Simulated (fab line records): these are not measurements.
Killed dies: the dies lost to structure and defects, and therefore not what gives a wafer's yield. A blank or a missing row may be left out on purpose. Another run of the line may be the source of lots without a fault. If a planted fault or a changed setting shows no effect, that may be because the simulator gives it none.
fab line records	flow nandHarc
[record] lots = 7	wafers = 21	lastDay = 33
route steps=1302 shown A_SGD_CUT@906 A_SLIT@922 END@1302
lots that met no fault: taken from a fault-free run of the same line
startH: the number of hours between the record's first day and the start of the first shown wafer of the lot	waitH: how many hours have passed since the lot's step before this one	" unchanged from the row above	L1.1+2: a row that stands for several wafers	- no value present, or no start provided	* or withheld: withheld	< > ~ a bound
route shown NAME@n: names a module that has steps shown in the file, with the first one's number in the route	usual: average and standard deviation across the fault-free wafers	same: alike in all rows	chamber/n: place in a boat	sites: readings site by site	_std_site: how widely they spread, as a standard deviation	_edge_site: outer sites' mean less inner sites'	radiusMm: how far each site lies from the wafer's centre	mask NAME#n: copy n	behind: the last tool/chamber to shape the wafer	hold: why the lot went on hold/how many hours it stayed there/how the hold came to an end	device: whichever transistor did not switch (one of n, p or np)	end of line: the route-end tests of the same wafers	a step with no rows: only its recipe	killed: at the first sort, the dies lost to defects and structure; wafer yield is something else	map: a wafer's dies, marking killed ones x, the rest . and places with no die _
set.NAME: the setting as run; set.NAME@STEP: as run at that earlier step	model.NAME: the simulator's own value behind a step, which no gauge read
lots seen at some steps along the route; tables by step, rows by wafer
services: when a tool's chamber went out of use (startH, in hours from the record's first day, below 0 if earlier), for how many hours, and the reason
[[steps]]
[step NHARC_A_SGD_CUT_ETCH_59]
[recipe] targetDepthA = 2600	overEtchFrac = 0.25	timeS = 406.25	ionEnergyEv = 200	n2FlowSccm = 150	h2FlowSccm = 150	arFlowSccm = 0	rfW = 400	biasW = 150	chemistry = N2/H2
[step NHARC_A_SGD_CUT_ETCH_15]
[recipe] targetDepthA = 750	timeS = 64.3	ch3fFlowSccm = 50	o2FlowSccm = 30	arFlowSccm = 200	rfW = 500	biasW = 100	chemistry = CH3F/O2
[usual] drypumpMotorCurrentA = 5.7/0.47	oesProductAu = 0.963/0.019	rfFwdPowerW = 495.0/1.8	rfVppV = 264.6/1.8	showerheadPlenumPTorr = 2.51/0.11	throttleValvePct = 20.663/0.0089
lot.wafer	tool	chamber	startH	waitH	drypumpMotorCurrentA	oesProductAu	rfFwdPowerW	rfHoursCounterH	rfVppV	showerheadPlenumPTorr	throttleValvePct
L380.1	rieDiel-02	2	-	-	5.2	0.984	496.8	4	265.7	2.51	20.667
L380.4	"	3	"	"	5.1	0.997	495.8	4	265.3	2.56	20.676
L380.6	"	0	"	"	5.8	0.968	496.9	-	267.4	2.64	20.671
L384.2	rieDiel-02	3	-	-	5.1	0.940	494.1	8	264.5	2.56	20.670
L384.3	"	0	"	"	5.8	0.920	498.5	8	264.9	2.64	20.665
L384.5	"	2	"	"	5.2	0.925	497.6	-	265.2	2.51	20.645
L385.3	rieDiel-05	2	-	-	5.8	0.967	495.0	9	264.4	2.56	20.649
L385.1	"	0	"	"	5.3	0.963	496.4	9	265.2	2.53	20.667
L385.5	"	0	"	"	5.3	0.969	495.5	-	263.4	2.53	20.662
L391.3	rieDiel-02	3	-	-	5.1	0.992	496.2	10	265.9	2.56	20.668
L391.4	"	0	"	"	5.8	0.979	495.2	10	266.6	2.63	20.668
L391.6	"	3	"	"	5.1	0.994	494.8	-	265.7	2.56	20.660
L398.3	rieDiel-05	0	-	-	5.3	0.955	494.9	3	264.9	2.52	20.644
L398.4	"	3	"	"	6.3	0.971	490.3	3	261.8	2.28	20.657
L398.6	"	0	"	"	5.3	0.966	492.7	-	264.8	2.52	20.673
L400.3	rieDiel-12	0	-	-	6.0	0.956	496.7	1	265.0	2.54	20.664
L400.4	"	1	"	"	6.3	0.961	494.6	1	266.3	2.61	20.641
L400.6	"	2	"	"	5.7	0.958	496.2	-	262.9	2.38	20.674
L402.2	rieDiel-12	0	-	-	6.0	0.953	495.9	2	264.7	2.53	20.653
L402.4	"	1	"	"	6.3	0.953	493.2	2	266.7	2.61	20.647
L402.5	"	3	"	"	5.0	0.945	496.0	-	265.3	2.58	20.668
[step NHARC_A_SGD_CUT_ETCH_16]
[recipe] targetDepthA = 3105	timeS = 155.2	c4f8FlowSccm = withheld	o2FlowSccm = 8	arFlowSccm = withheld	rfW = 600	biasW = 800	chemistry = C4F8/O2/Ar
[usual] oesProductAu = 0.975/0.017	rfFwdPowerW = 597.2/1.8	rfVppV = 725/4.4
lot.wafer	tool	chamber	startH	waitH	oesProductAu	rfFwdPowerW	rfHoursCounterH	rfVppV
L380.1	rieDiel-02	2	-	-	0.981	596.5	4	725
L380.4	"	3	"	"	1.007	600.3	4	727
L380.6	"	0	"	"	0.980	599.3	-	731
L384.3	rieDiel-02	3	-	-	0.975	596.9	8	728
L384.2	"	2	"	"	0.949	596.7	7	725
L384.5	"	0	"	"	0.941	598.6	-	729
L385.1	rieDiel-05	1	-	-	0.967	598.7	9	725
L385.3	"	2	"	"	0.991	598.0	9	727
L385.5	"	2	"	"	0.988	599.5	-	729
L391.4	rieDiel-02	3	-	-	0.994	596.1	10	726
L391.3	"	2	"	"	0.996	598.1	9	726
L391.6	"	3	"	"	0.998	598.9	-	727
L398.3	rieDiel-05	1	-	-	0.977	597.7	4	723
L398.4	"	0	"	"	0.965	597.5	3	726
L398.6	"	1	"	"	0.972	597.2	-	724
L400.3	rieDiel-12	2	-	-	0.979	598.6	1	721
L400.4	"	1	"	"	0.977	595.8	1	730
L400.6	"	2	"	"	0.978	597.1	-	720
L402.2	rieDiel-12	3	-	-	0.977	597.5	3	728
L402.4	"	0	"	"	0.981	596.0	2	726
L402.5	"	3	"	"	0.977	597.6	-	729
[step NHARC_A_SGD_CUT_STRIP_60]
[recipe] c4f8FlowSccm = withheld	o2FlowSccm = 8	arFlowSccm = withheld	biasW = 0	chemistry = C4F8/O2/Ar
[step NHARC_A_SGD_CUT_STRIP_17]
[recipe] o2FlowSccm = 500	arFlowSccm = 0	biasW = 0	chemistry = O2
[usual] drypumpMotorCurrentA = 5.7/0.46	oesProductAu = 1.000/0.01	rfVppV = 58.0/0.99	showerheadPlenumPTorr = 3.59/0.15	throttleValvePct = 17.036/0.0076
lot.wafer	tool	chamber	startH	waitH	drypumpMotorCurrentA	oesProductAu	rfHoursCounterH	rfVppV	showerheadPlenumPTorr	throttleValvePct
L380.1	rieDiel-02	1	-	-	5.1	0.995	4	56.3	3.31	17.029
L380.4	"	2	"	"	5.2	1.003	4	56.9	3.60	17.044
L380.6	"	0	"	"	5.8	1.007	-	59.1	3.78	17.039
L384.2	rieDiel-02	3	-	-	5.1	1.033	8	57.8	3.66	17.023
L384.3	"	0	"	"	5.8	1.000	8	58.3	3.77	17.040
L384.5	"	2	"	"	5.2	1.002	-	58.0	3.60	17.035
L385.1	rieDiel-05	0	-	-	5.3	1.003	9	57.9	3.62	17.029
L385.3	"	1	"	"	6.3	1.001	10	57.7	3.55	17.020
L385.5	"	0	"	"	5.3	1.015	-	58.4	3.62	17.041
L391.3	rieDiel-02	3	-	-	5.1	1.017	10	58.8	3.66	17.039
L391.4	"	1	"	"	5.1	1.000	10	56.6	3.30	17.046
L391.6	"	0	"	"	5.8	0.993	-	59.0	3.77	17.026
L398.4	rieDiel-05	2	-	-	5.7	1.004	4	57.2	3.66	17.038
L398.3	"	0	"	"	5.3	0.985	3	59.0	3.62	17.040
L398.6	"	2	"	"	5.8	1.003	-	57.8	3.66	17.038
L400.4	rieDiel-12	0	-	-	6.0	1.001	1	58.6	3.63	17.037
L400.3	"	1	"	"	6.3	0.994	1	58.2	3.73	17.043
L400.6	"	3	"	"	5.0	0.991	-	58.2	3.70	17.033
L402.2	rieDiel-12	1	-	-	6.2	1.000	3	59.4	3.73	17.031
L402.4	"	2	"	"	5.7	0.999	3	56.9	3.42	17.039
L402.5	"	3	"	"	5.0	1.004	-	60.3	3.69	17.037
[step NHARC_A_SGD_CUT_PRECLEAN_18]
[recipe] timeS = *	tempC = 50	bathAgeMin = 0	chemistry = SC1
[step NHARC_A_SGD_CUT_SRD_19]
[step NHARC_A_SGD_CUT_DEP_20]
[recipe] targetThkA = 1500	tempC = 65	material = SiO2
[step NHARC_A_SGD_CUT_ANNEAL_27]
[recipe] tempC = 450	timeS = 1800
[step NHARC_A_SGD_CUT_CMP_21]
[recipe] targetThkNm = 148.19
[step NHARC_A_SGD_CUT_THK_MEAS_22]
[recipe] thkMeasGauge = ellipsometry
[usual] thkNm = 148.0/1.3
lot.wafer	tool	chamber	startH	waitH	thkNm
L380.1	filmMetro-02	-	453.67	0.2	148.8
L380.4	"	-	"	"	146.5
L380.6	"	-	"	"	147.1
L384.2	filmMetro-01	-	509.95	0.2	148.8
L384.3	"	-	"	"	147.1
L384.5	"	-	"	"	148.4
L385.1	filmMetro-02	-	515.14	0.2	149.1
L385.3	"	-	"	"	149.9
L385.5	"	-	"	"	147.7
L391.3	filmMetro-02	-	543.08	0.2	147.5
L391.4	"	-	"	"	149.3
L391.6	"	-	"	"	147.7
L398.3	filmMetro-01	-	640.10	0.2	148.7
L398.4	"	-	"	"	146.7
L398.6	"	-	"	"	148.6
L400.3	filmMetro-02	-	652.77	0.2	149.9
L400.4	"	-	"	"	150.2
L400.6	"	-	"	"	148.7
L402.2	filmMetro-01	-	667.17	0.2	149.3
L402.4	"	-	"	"	149.1
L402.5	"	-	"	"	149.0
[step NHARC_A_SGD_CUT_SRD_23]
[step NHARC_A_SGD_CUT_ETCH_26]
[recipe] targetDepthA = 458	chemistry = dHF	material = SiO2
lot.wafer	tool	chamber	startH	waitH
L380.1+4+6	wetBench-09	7,0,2	453.74	0.0
L384.3+2+5	wetBench-05	7,0,2	510.03	0.0
L385.1+3+5	wetBench-05	3,6,7	515.21	0.0
L391.3+6+4	wetBench-05	2,3,4	543.16	0.0
L398.6+3+4	wetBench-07	7,3,4	640.16	0.0
L400.6+3+4	wetBench-05	1,2,5	652.83	0.0
L402.4+2+5	wetBench-09	4,0,1	667.24	0.0
[step NHARC_A_SGD_CUT_ETCHBACK_24]
[recipe] targetDepthA = 500	overEtchFrac = 0.3	timeS = 92.857	ionEnergyEv = 120	ch3fFlowSccm = 50	o2FlowSccm = 30	arFlowSccm = 200	rfW = 500	biasW = 100	chemistry = CH3F/O2
[usual] drypumpMotorCurrentA = 5.7/0.47	oesProductAu = 0.98/0.034	rfFwdPowerW = 496.2/1.6	rfVppV = 244.6/1.7	showerheadPlenumPTorr = 2.48/0.11	throttleValvePct = 20.663/0.0083
lot.wafer	tool	chamber	startH	waitH	drypumpMotorCurrentA	oesProductAu	rfFwdPowerW	rfHoursCounterH	rfVppV	showerheadPlenumPTorr	throttleValvePct
L380.1	rieDiel-05	3	453.89	0.1	6.3	0.99	495.2	4	240.9	2.28	20.672
L380.4	"	1	"	"	6.3	1.00	495.8	4	244.8	2.47	20.661
L380.6	"	0	"	"	5.3	1.01	496.4	-	245.6	2.53	20.674
L384.2	rieDiel-05	1	510.18	0.1	6.3	1.00	495.7	10	244.1	2.47	20.668
L384.3	"	0	"	"	5.3	1.01	496.2	9	245.2	2.53	20.652
L384.5	"	2	"	"	5.7	1.00	498.1	-	244.7	2.56	20.674
L385.1	rieDiel-05	2	515.37	0.2	5.8	0.94	498.0	10	245.3	2.56	20.665
L385.3	"	1	"	"	6.3	0.93	494.9	10	243.7	2.47	20.675
L385.5	"	2	"	"	5.8	0.94	498.7	-	246.5	2.56	20.643
L391.4	rieDiel-12	1	543.31	0.1	6.2	1.00	496.8	4	248.2	2.61	20.673
L391.3	"	2	"	"	5.8	0.99	496.4	4	242.3	2.38	20.668
L391.6	"	1	"	"	6.3	1.00	495.2	-	246.2	2.61	20.667
L398.3	rieDiel-02	3	640.34	0.2	5.1	1.01	498.6	6	244.8	2.55	20.665
L398.6	"	2	"	"	5.2	1.00	496.0	-	246.0	2.51	20.647
L398.4	"	1	"	"	5.2	1.01	496.0	-	242.5	2.29	20.650
L400.3	rieDiel-05	0	653.00	0.2	5.3	1.00	497.9	4	246.6	2.52	20.658
L400.4	"	2	"	"	5.8	1.00	497.3	5	245.5	2.55	20.651
L400.6	"	0	"	"	5.4	0.99	496.9	-	245.0	2.52	20.661
L402.4	rieDiel-12	2	667.41	0.2	5.7	0.91	497.7	3	243.3	2.38	20.664
L402.2	"	0	"	"	6.0	0.92	492.6	2	246.2	2.53	20.658
L402.5	"	2	"	"	5.7	0.92	496.2	-	241.7	2.38	20.669
[step NHARC_A_SGD_CUT_STRIP_28]
[recipe] timeS = 20	o2FlowSccm = 500	arFlowSccm = 0	biasW = 0	chemistry = O2
[step NHARC_A_SGD_CUT_INSPECT_25]
[usual] rawDefectCount = 360/72
lot.wafer	tool	chamber	startH	waitH	rawDefectCount
L380.1	defectInspect-02	-	454.14	-	400
L380.4	"	-	"	"	352
L380.6	"	-	"	"	346
L384.2	defectInspect-01	-	510.46	-	620
L384.3	"	-	"	"	712
L384.5	"	-	"	"	637
L385.1	defectInspect-02	-	515.61	-	580
L385.3	"	-	"	"	530
L385.5	"	-	"	"	641
L391.3	defectInspect-02	-	543.55	-	610
L391.4	"	-	"	"	617
L391.6	"	-	"	"	588
L398.3	defectInspect-01	-	640.60	-	415
L398.4	"	-	"	"	286
L398.6	"	-	"	"	245
L400.3	defectInspect-01	-	653.23	-	386
L400.4	"	-	"	"	310
L400.6	"	-	"	"	378
L402.2	defectInspect-02	-	667.65	-	339
L402.4	"	-	"	"	311
L402.5	"	-	"	"	312
[step NHARC_A_SLIT_DEP_25]
[recipe] targetThkA = 2000	tempC = 400	pressureTorr = 6.5	rfW = 900	teosFlowSccm = 161.4	flowSccm = 2650	targetThkNm = 200	gas = O2	material = SiO2
[usual] heaterPowerW = 562/110	mfcPrecursorSccm = 161.3/0.49	rfFwdPowerW = 897.6/2.7	throttleValvePct = 16.2/0.61
lot.wafer	tool	chamber	startH	waitH	heaterPowerW	mfcPrecursorSccm	rfFwdPowerW	throttleValvePct
L380.1	pecvd-01	0	454.25	0.1	603	161.5	898.6	16.3
L380.4	"	2	"	"	612	161.4	898.1	16.5
L380.6	"	0	"	"	461	160.6	896.9	15.9
L384.2	pecvd-03	0	510.53	0.1	615	162.0	897.4	15.2
L384.3	"	1	"	"	328	160.8	899.7	16.8
L384.5	"	1	"	"	344	160.4	900.1	17.0
L385.3	pecvd-03	2	515.83	0.2	494	162.7	896.1	17.0
L385.1	"	0	"	"	663	161.2	896.2	15.3
L385.5	"	1	"	"	360	161.1	900.1	17.0
L391.3	pecvd-01	1	543.69	0.1	536	162.5	894.0	15.5
L391.6	"	2	"	"	613	162.0	892.5	16.7
L391.4	"	0	"	"	466	161.4	898.4	15.9
L398.3	pecvd-01	1	640.68	0.1	577	160.8	892.3	15.6
L398.6	"	1	"	"	577	160.8	895.9	15.8
L398.4	"	0	"	"	540	161.6	895.3	16.1
L400.3	pecvd-04	1	653.30	0.1	556	161.8	900.1	15.4
L400.4	"	1	"	"	566	161.0	900.4	15.1
L400.6	"	2	"	"	723	161.2	895.6	16.1
L402.2	pecvd-01	0	667.79	0.1	485	160.9	897.9	15.9
L402.5	"	1	"	"	490	160.9	893.3	16.0
L402.4	"	0	"	"	508	161.7	894.2	16.2
[step NHARC_END_SORT_01]
[recipe] tempC = 25
[usual] killedAtArray = 53/19	killedAtOther = 0.8/1.2	killedAtPeriphery = 3.7/2.3	killedDies = 57/19	killedOpen = 3.2/1.7	killedShort = 2.6/1.8
[same] grossDies = 677
lot.wafer	tool	chamber	startH	waitH	killedAtArray	killedAtOther	killedAtPeriphery	killedDies	killedOpen	killedShort
L384.2	prober-02	0	633.77	2.8	59	1	2	62	3	4
L384.3	prober-02	0	634.57	3.1	93	0	0	93	3	8
L384.5	prober-02	0	636.17	3.7	105	1	0	106	2	1
L385.1	prober-02	0	640.79	2.5	79	1	4	84	0	3
L385.3	prober-02	0	642.40	3.1	83	2	3	88	4	2
L385.5	prober-02	0	644.01	3.7	87	0	6	93	0	0
L391.3	prober-02	0	663.83	3.1	113	4	6	123	1	6
L391.4	prober-02	0	664.62	3.4	142	1	3	146	6	2
L391.6	prober-02	0	666.21	4.0	122	0	1	123	2	2
// killed by level:class
L384.2 A_SGD_CUT:unspecified=29 A_CHANNEL_HOLE_D2:chamberFilmFlake=9 A_STAIRCASE:chamberFilmFlake=6 A_CHANNEL_HOLE_D1:chamberFilmFlake=3 A_SLIT:chamberFilmFlake=3 A_WL_FILL:geometricParticle:short=2 P_STI:geometricParticle:short=1 P_M1:geometricParticle:open=1
L384.3 A_SGD_CUT:unspecified=62 A_CHANNEL_HOLE_D2:chamberFilmFlake=8 A_WL_FILL:geometricParticle:short=4 A_CHANNEL_HOLE_D1:chamberFilmFlake=3 A_SGD_CUT:geometricParticle:short=2 A_CHANNEL_FILL_D1:chamberFilmFlake=2 A_WL_FILL:chamberFilmFlake=2 A_STAIRCASE:chamberFilmFlake=2
L384.5 A_SGD_CUT:unspecified=81 A_CHANNEL_HOLE_D2:chamberFilmFlake=9 A_STAIRCASE:chamberFilmFlake=6 A_CHANNEL_HOLE_D1:chamberFilmFlake=2 A_WL_FILL:chamberFilmFlake=2 A_CONTACT:chamberFilmFlake=2 A_ONON_D1:geometricParticle:open=1 A_ONON_D2:geometricParticle:open=1
L385.1 A_SGD_CUT:unspecified=54 A_CHANNEL_HOLE_D2:chamberFilmFlake=9 A_CONTACT:chamberFilmFlake=7 P_STI:chamberFilmFlake=3 A_SLIT:chamberFilmFlake=2 A_BONDPAD:chamberFilmFlake=2 A_CHANNEL_HOLE_D1:geometricParticle:short=1 A_DECK1_JOINT:geometricParticle:short=1
L385.3 A_SGD_CUT:unspecified=55 A_CHANNEL_HOLE_D2:chamberFilmFlake=11 A_CHANNEL_HOLE_D1:chamberFilmFlake=4 A_BONDPAD:chamberFilmFlake=3 THIN_TSV:chamberFilmFlake=2 P_M0:geometricParticle:open=1 A_M1:geometricParticle:open=1 A_ONON_D1:geometricParticle:open=1
L385.5 A_SGD_CUT:unspecified=67 A_CONTACT:chamberFilmFlake=8 A_CHANNEL_HOLE_D2:chamberFilmFlake=5 P_STI:chamberFilmFlake=4 A_BONDPAD:chamberFilmFlake=3 P_ZERO_WELL:chamberFilmFlake=2 A_CHANNEL_FILL_D1:chamberFilmFlake=1 A_STAIRCASE:chamberFilmFlake=1
L391.3 A_SGD_CUT:unspecified=63 A_SLIT:chamberFilmFlake=27 A_CHANNEL_HOLE_D1:chamberFilmFlake=18 THIN_TSV:chamberFilmFlake=3 P_M2:geometricParticle:short=2 P_M1:chamberFilmFlake=2 P_M0:geometricParticle:short=1 P_M1:geometricParticle:short=1
L391.4 A_SGD_CUT:unspecified=64 A_SLIT:chamberFilmFlake=35 A_CHANNEL_HOLE_D1:chamberFilmFlake=30 A_CHANNEL_FILL_D1:geometricParticle:open=2 A_WL_FILL:geometricParticle:short=2 A_DECK1_JOINT:chamberFilmFlake=2 A_CONTACT:chamberFilmFlake=2 P_M0:geometricParticle:open=1
L391.6 A_SGD_CUT:unspecified=50 A_SLIT:chamberFilmFlake=32 A_CHANNEL_HOLE_D1:chamberFilmFlake=31 A_DECK1_JOINT:chamberFilmFlake=2 A_CONTACT:chamberFilmFlake=2 P_M0:geometricParticle:short=1 A_ONON_D1:geometricParticle:short=1 A_ONON_D1:geometricParticle:open=1
[[services]]
tool	chamber	startH	hours	kind
wetBench-05	-	436.80	8.0	pm
rieDiel-12	-	445.41	9.0	pm
pecvd-03	0	454.19	3.5	repair
rieDiel-02	1	456.81	6.0	repair
wetBench-09	-	468.13	1.3	repair
rieDiel-02	-	473.42	0.6	repair
rieDiel-02	2	479.85	9.2	repair
pecvd-03	-	480.61	0.3	repair
rieDiel-05	-	490.30	0.9	repair
pecvd-01	-	492.18	13.0	pm
rieDiel-05	3	503.44	7.9	repair
pecvd-01	-	509.13	1.8	repair
pecvd-01	-	553.19	1.6	repair
pecvd-01	2	570.42	13.7	repair
rieDiel-02	-	570.91	9.0	pm
pecvd-01	-	574.51	2.9	repair
rieDiel-02	1	582.83	12.4	repair
rieDiel-05	-	583.66	9.0	pm
wetBench-05	-	612.80	8.0	pm
pecvd-01	-	621.71	1.0	repair
rieDiel-12	-	622.41	9.0	pm
rieDiel-02	0	632.90	13.4	repair
rieDiel-02	-	644.17	0.5	repair
rieDiel-12	0	646.58	5.1	repair
[[key]]
[firstSign] step = NHARC_A_SGD_CUT_INSPECT_25	reading = rawDefectCount	direction = up	sigmas = 3.5	usual = 360	struck = 615
[effect] step = NHARC_END_SORT_01	reading = killedAtArray	direction = up	sigmas = 2.4	usual = 53	struck = 98	wafersMoved = 8
[moreKillsBornAt] NHARC_A_SGD_CUT_ETCH_26@wetBench-05 = 525
metAt NHARC_A_SGD_CUT_ETCH_26
struckWafers L384.2,L384.3,L384.5,L385.1,L385.3,L385.5,L391.3,L391.4,L391.6
testerLeftOut L384,L385,L391
[fault] kind = chamberParticleSource	tool = wetBench-05	chamber = -	onsetH = 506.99	steps = NHARC_A_SGD_CUT_ETCH_26	ratePerVisitCm2 = 0.41997	endH = 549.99
// testerLeftOut: of these lots the tester's yield and bins aren't shown, on N5 and GAA mostly nor the transistor test; their killed dies are dies lost to structure and defects alone, not to doping, threshold or leakage, so they don't give the yield
